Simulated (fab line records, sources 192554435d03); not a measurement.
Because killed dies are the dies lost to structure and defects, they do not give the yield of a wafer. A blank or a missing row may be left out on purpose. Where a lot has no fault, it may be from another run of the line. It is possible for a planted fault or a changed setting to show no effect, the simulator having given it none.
Lot-split experiment + flow n5_finfet + route with 1938 steps; 7 lots, 21 wafers read

== ON THE SPLIT ==
At N5_DUMMY_GATE_CVD_03 (deposits a-Si from SiH4, target thk 150 nm, time 8042 s), the setting temp_c was moved away from the recipe's 530 C on 15 of the 21 wafers read, by -4.1% to -1.8%. All remaining wafers had this setting at the recipe value.

The split's own step is where the reading is taken.

== THE READING ==
a-Si_of_DUMMY_GATE_CVD_03.thk_nm (the simulator's own value, which no gauge read), in nm, at N5_DUMMY_GATE_CVD_03 (deposits a-Si from SiH4, target thk 150 nm, time 8042 s). No usual value for it is given in the file. Here, 6 wafers ran the recipe; their average is 150.8 nm with a standard deviation of 1.2 nm.

| wafer  | tool, chamber at the split | temp_c as run, C | against the recipe | a-Si_of_DUMMY_GATE_CVD_03.thk_nm, nm | against lot-mates on the recipe |
|--------|----------------------------|------------------|--------------------|--------------------------------------|---------------------------------|
| L076.1 | -, -                       | 520.2            | -1.8%              | 113.8                                | no lot-mate on the recipe       |
| L076.4 | -, -                       | 520.2            | -1.8%              | 113                                  | no lot-mate on the recipe       |
| L076.5 | -, -                       | 520.2            | -1.8%              | 112.8                                | no lot-mate on the recipe       |
| L084.1 | -, -                       | 530              | recipe             | 151.8                                | -                               |
| L084.4 | -, -                       | 530              | recipe             | 152.2                                | -                               |
| L084.5 | -, -                       | 530              | recipe             | 152                                  | -                               |
| L085.1 | -, -                       | 519.7            | -1.9%              | 112                                  | no lot-mate on the recipe       |
| L085.3 | -, -                       | 519.7            | -1.9%              | 111.4                                | no lot-mate on the recipe       |
| L085.5 | -, -                       | 519.7            | -1.9%              | 112.8                                | no lot-mate on the recipe       |
| L086.2 | -, -                       | 518.4            | -2.2%              | 108.8                                | no lot-mate on the recipe       |
| L086.4 | -, -                       | 518.4            | -2.2%              | 108.2                                | no lot-mate on the recipe       |
| L086.5 | -, -                       | 518.4            | -2.2%              | 108.6                                | no lot-mate on the recipe       |
| L088.1 | -, -                       | 516.7            | -2.5%              | 103.2                                | no lot-mate on the recipe       |
| L088.4 | -, -                       | 516.7            | -2.5%              | 103.8                                | no lot-mate on the recipe       |
| L088.6 | -, -                       | 516.7            | -2.5%              | 102.2                                | no lot-mate on the recipe       |
| L089.2 | lpcvd-01, 0/95             | 530              | recipe             | 149.8                                | -                               |
| L089.3 | lpcvd-01, 0/100            | 530              | recipe             | 149                                  | -                               |
| L089.6 | lpcvd-01, 0/114            | 530              | recipe             | 150                                  | -                               |
| L091.1 | -, -                       | 508.4            | -4.1%              | 80.2                                 | no lot-mate on the recipe       |
| L091.4 | -, -                       | 508.4            | -4.1%              | 79.6                                 | no lot-mate on the recipe       |
| L091.6 | -, -                       | 508.4            | -4.1%              | 79.6                                 | no lot-mate on the recipe       |

FIT RESULTS
A straight line over all 21 wafers: a-Si_of_DUMMY_GATE_CVD_03.thk_nm changes by +17.9 nm for each +1% of temp_c; r = +1.00; the points scatter about the line by 2.5 nm.
Too few moved wafers have a lot-mate on the recipe to fit a line with each lot's own level taken away.

== FILE'S OWN FIT ==
a-Si_of_DUMMY_GATE_CVD_03.thk_nm changes by +17.9 nm for each +1% of temp_c, r = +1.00.
